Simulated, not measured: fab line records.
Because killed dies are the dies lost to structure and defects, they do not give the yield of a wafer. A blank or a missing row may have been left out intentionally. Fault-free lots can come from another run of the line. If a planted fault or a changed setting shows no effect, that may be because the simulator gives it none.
Matching of chambers -- flow nand harc -- 4 sister chambers for NHARC_P_CONTACT_CMP_01 on cmp-01
The step polishes SiO2, target thk 200 nm. 4 wafers are shown with their chamber, then 8 later ones without.

## WAFERS, EACH WITH ITS CHAMBER
wafer,chamber,motor current A (A)
L082.6,3,12.8
L086.2,1,10.8
L086.5,2,12.3
L087.3,0,11.6

## WAFERS WHOSE CHAMBER IS MISSING
wafer,motor current A (A)
L087.5,13.0
L087.6,12.1
L092.1,11.7
L092.3,12.5
L092.6,13.1
L097.1,11.0
L097.4,11.7
L097.5,12.0

## CHAMBER TAKEN BY EACH
wafer,from the rows above,in truth
L087.5,3,3
L087.6,can't be placed: 2 or 0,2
L092.1,0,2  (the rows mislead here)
L092.3,can't be placed: 2 or 3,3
L092.6,3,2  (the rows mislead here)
L097.1,can't be placed: 1 or 0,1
L097.4,0,0
L097.5,can't be placed: 2 or 0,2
Placed correctly: 2 of 8. Cannot be placed on the basis of these rows: 4; the candidates contain the true chamber in 4. Placed wrongly: 2.
How it was worked out, from the rows above alone: a wafer's distance from a chamber is the root of the sum, over the readings, of the square of ((its reading less the chamber's mean) divided by the reading's scatter). The wafer belongs to the nearest chamber; if the next one is less than 2 further off, it can't be placed. For every chamber, the mean is computed from those of its wafers that are shown. The scatter: root of mean squared gap, hidden wafer to nearest shown wafer, with one shown wafer a chamber.
